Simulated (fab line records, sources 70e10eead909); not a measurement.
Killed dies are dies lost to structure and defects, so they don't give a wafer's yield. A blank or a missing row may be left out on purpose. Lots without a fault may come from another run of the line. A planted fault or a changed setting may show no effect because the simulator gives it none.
Which tool did it? | flow nand_harc | 13 lots, 39 wafers sampled, at 5 steps of a route of 1159

WHAT THE GAUGES READ, wafer by wafer
NHARC_A_BONDPAD_THK_MEAS_30: measures by ellipsometry. Usual: thk_nm 199.9 nm, standard deviation 1.7.
lot  | measured     | on            | thk_nm (nm)       | flag
L757 | day 19 03:26 | film_metro-01 | 201.6 201.1 202.6 |
L754 | day 19 06:58 | film_metro-01 | 200.0 200.5 199.9 |
L755 | day 19 07:46 | film_metro-01 | 201.2 200.3 199.1 |
L758 | day 20 08:44 | film_metro-01 | 196.7 201.8 202.1 |
L760 | day 20 09:28 | film_metro-01 | 201.1 198.7 202.4 |
L759 | day 21 05:52 | film_metro-01 | 203.3 200.7 201.0 |
L763 | day 22 08:44 | film_metro-01 | 200.5 201.4 199.2 |
L762 | day 22 10:20 | film_metro-01 | 200.3 195.8 200.8 |
L764 | day 22 11:01 | film_metro-01 | 201.2 201.5 199.4 |
L765 | day 22 15:56 | film_metro-01 | 201.5 200.2 200.1 |
L766 | day 22 23:10 | film_metro-01 | 200.9 199.3 200.2 |
L770 | day 23 07:32 | film_metro-02 | 200.3 199.1 202.2 |
L772 | day 23 08:29 | film_metro-02 | 198.1 199.6 197.4 |

NHARC_END_SORT_01. Usual: defect_limited_yield 95.8 %, standard deviation 1.3; killed_at_array 24, standard deviation 8.7; killed_at_other 0.8, standard deviation 1.2; killed_at_periphery 3.6, standard deviation 2.3; killed_dies 28, standard deviation 8.9; killed_open 3.2, standard deviation 1.9; killed_short 2.0, standard deviation 1.6; sort_bin_2_pct 1.3 %, standard deviation 0.57; sort_bin_3_pct 0.22 %, standard deviation 0.19; sort_bin_4_pct 2.7 %, standard deviation 0.89; sort_n_pass 649, standard deviation 8.9; sort_rim_yield_pct 95 %, standard deviation 3.1; sort_yield_pct 95.8 %, standard deviation 1.3.
lot  | measured     | on        | defect_limited_yield (%) | killed_at_array | killed_at_other | killed_at_periphery | killed_dies | killed_open | killed_short | sort_bin_2_pct (%) | sort_bin_3_pct (%) | sort_bin_4_pct (%) | sort_n_pass | sort_rim_yield_pct (%) | sort_yield_pct (%) | flag
L765 | day 24 10:32 | prober-01 | 87.6 95.7 86.1           | 33 28 34        | 50 0 58         | 1 1 2               | 84 29 94    | 2 2 1       | 3 5 3        | 3.7 1.8 4.4        | 2.22 0.15 3.10     | 6.5 2.4 6.4        | 593 648 583 | 86 95 83               | 87.6 95.7 86.1     | OFF
L770 | day 24 17:35 | prober-02 | 96.0 87.1 93.8           | 25 33 39        | 0 51 0          | 2 3 3               | 27 87 42    | 5 3 5       | 1 3 1        | 1.6 4.9 2.8        | 0.30 2.22 0.44     | 2.1 5.8 3.0        | 650 590 635 | 92 87 100              | 96.0 87.1 93.8     | OFF

WHICH TOOL RAN EACH LOT (tool, then ch and the chambers of the sampled wafers, then the start)
lot  | NHARC_A_BONDPAD_CMP_29        | NHARC_A_BONDPAD_ANNEAL_28        | NHARC_THIN_TSV_STRIP_62
L757 | cmp-04 ch 0,2,3, day 19 03:11 | rtp_anneal-02 ch 0, day 19 06:01 | plasma_asher-02 ch 0,1, day 20 01:26
L754 | cmp-04 ch 0,2,3, day 19 06:43 | rtp_anneal-02 ch 0, day 19 09:28 | plasma_asher-02 ch 0,1, day 19 23:14
L755 | cmp-04 ch 0,2, day 19 07:32   | rtp_anneal-02 ch 0, day 19 10:20 | plasma_asher-02 ch 0,1, day 20 04:25
L758 | cmp-02 ch 0,1,2, day 20 08:30 | rtp_anneal-02 ch 0, day 20 11:15 | plasma_asher-02 ch 0,1, day 21 04:13
L760 | cmp-04 ch 0,2, day 20 09:13   | rtp_anneal-01 ch 0, day 20 11:58 | plasma_asher-01 ch 0,1, day 21 05:29
L759 | cmp-04 ch 0,2,3, day 21 05:38 | rtp_anneal-02 ch 0, day 21 08:23 | plasma_asher-02 ch 0,1, day 22 02:02
L763 | cmp-02 ch 0,2,3, day 22 08:29 | rtp_anneal-01 ch 0, day 22 11:24 | plasma_asher-02 ch 0,1, day 23 06:58
L762 | cmp-01 ch 0,2,3, day 22 10:06 | rtp_anneal-01 ch 0, day 22 12:50 | plasma_asher-02 ch 0,1, day 23 08:04
L764 | cmp-04 ch 0,2,3, day 22 10:46 | rtp_anneal-02 ch 0, day 22 13:34 | plasma_asher-01 ch 0,1, day 23 09:20
L765 | cmp-04 ch 2,3, day 22 15:40   | rtp_anneal-02 ch 0, day 22 18:29 | plasma_asher-01 ch 0,1, day 23 14:33
L766 | cmp-01 ch 0,1,3, day 22 22:56 | rtp_anneal-02 ch 0, day 23 01:45 | plasma_asher-02 ch 0,1, day 23 19:50
L770 | cmp-04 ch 0,1, day 23 07:17   | rtp_anneal-02 ch 0, day 23 10:23 | plasma_asher-01 ch 0,1, day 24 02:38
L772 | cmp-04 ch 1,2,3, day 23 08:17 | rtp_anneal-02 ch 0, day 23 11:54 | plasma_asher-02 ch 0,1, day 24 03:41
- NHARC_A_BONDPAD_CMP_29: polishes SiCN, target thk 200 nm.
- NHARC_A_BONDPAD_ANNEAL_28: time 90 s.
- NHARC_THIN_TSV_STRIP_62: strips in N2/H2, time 20 s.

WHAT THE TOOLS THEMSELVES READ (means of the sampled wafers that have a number; where no wafer has one, the mark that the record gives instead)
NHARC_A_BONDPAD_CMP_29. Usual: motor_current_A 12.2 A, standard deviation 0.81; slurry_filter_dp_kPa 13.51 kPa, standard deviation 0.14.
lot  | tool   | motor_current_A (A) | slurry_filter_dp_kPa (kPa) | flag
L757 | cmp-04 | 12.3                | 13.57                      |
L754 | cmp-04 | 12.0                | 13.54                      |
L755 | cmp-04 | 11.8                | 13.65                      |
L758 | cmp-02 | 12.3                | 13.54                      |
L760 | cmp-04 | 12.4                | 13.41                      |
L759 | cmp-04 | 12.1                | 13.58                      |
L763 | cmp-02 | 12.9                | 13.68                      |
L762 | cmp-01 | 11.8                | 13.43                      |
L764 | cmp-04 | 12.1                | 13.53                      |
L765 | cmp-04 | 12.6                | 13.41                      |
L766 | cmp-01 | 11.4                | 13.60                      |
L770 | cmp-04 | 11.9                | 13.56                      |
L772 | cmp-04 | 12.4                | 13.47                      |

NHARC_A_BONDPAD_ANNEAL_28. Usual: wafer_temp_C_max 225.65, standard deviation 0.24.
lot  | tool          | wafer_temp_C_max | flag
L757 | rtp_anneal-02 | 225.33           |
L754 | rtp_anneal-02 | 225.49           |
L755 | rtp_anneal-02 | 225.46           |
L758 | rtp_anneal-02 | 225.58           |
L760 | rtp_anneal-01 | 225.86           |
L759 | rtp_anneal-02 | 225.49           |
L763 | rtp_anneal-01 | 225.97           |
L762 | rtp_anneal-01 | 225.80           |
L764 | rtp_anneal-02 | 225.91           |
L765 | rtp_anneal-02 | 225.63           |
L766 | rtp_anneal-02 | 225.70           |
L770 | rtp_anneal-02 | 225.60           |
L772 | rtp_anneal-02 | 225.69           |

NHARC_THIN_TSV_STRIP_62. Usual: drypump_motor_current_A 5.5 A, standard deviation 0.38; heater_power_w 342 W, standard deviation 52; rf_refl_power_W 23.1 W, standard deviation 3.
lot  | tool            | drypump_motor_current_A (A) | heater_power_w (W) | rf_refl_power_W (W) | flag
L757 | plasma_asher-02 | 5.3                         | 322                | 24.9                |
L754 | plasma_asher-02 | 5.3                         | 322                | 24.9                |
L755 | plasma_asher-02 | 5.5                         | 351                | 23.3                |
L758 | plasma_asher-02 | 5.3                         | 319                | 25.0                |
L760 | plasma_asher-01 | 6.0                         | 338                | 21.7                |
L759 | plasma_asher-02 | 5.3                         | 319                | -                   | OFF
L763 | plasma_asher-02 | 5.5                         | 360                | 23.3                |
L762 | plasma_asher-02 | 5.5                         | 360                | -                   | OFF
L764 | plasma_asher-01 | 5.8                         | 331                | 20.3                |
L765 | plasma_asher-01 | 5.8                         | 328                | 20.1                |
L766 | plasma_asher-02 | 5.5                         | 378                | 22.7                |
L770 | plasma_asher-01 | 6.0                         | 335                | 21.8                |
L772 | plasma_asher-02 | 5.3                         | 331                | 24.4                |

THE ANSWER, worked out from the rows above alone
Rule: a lot is off if the mean of its wafers that have a number lies more than 3 standard deviations from the usual mean. A lot without any number at a reading at which 4 lots or more have one is off too. The other lots that the step has rows for count as sound. The gauges are gone through in route order, then the tools' own readings, and for those a lot's mean is taken as printed above. The first step at which some lot is off is used, and at that step the reading that is off furthest; a lot without a number counts as furthest.
Off: L765, L770, at NHARC_END_SORT_01 (killed_at_other). Neither off nor sound, because the step has no rows for them: L757, L754, L755, L758, L760, L759, L763, L762, L764, L766, L772.
A tool fits if, at a process step before that reading, it ran every lot that is off, and no sound lot after the first of them. The gauges at NHARC_END_SORT_01 are tried like those tools. Can't be told from this: 3 tools fit, cmp-04 at NHARC_A_BONDPAD_CMP_29, rtp_anneal-02 at NHARC_A_BONDPAD_ANNEAL_28, plasma_asher-01 at NHARC_THIN_TSV_STRIP_62.

WHAT THE SIMULATOR HAD PUT IN
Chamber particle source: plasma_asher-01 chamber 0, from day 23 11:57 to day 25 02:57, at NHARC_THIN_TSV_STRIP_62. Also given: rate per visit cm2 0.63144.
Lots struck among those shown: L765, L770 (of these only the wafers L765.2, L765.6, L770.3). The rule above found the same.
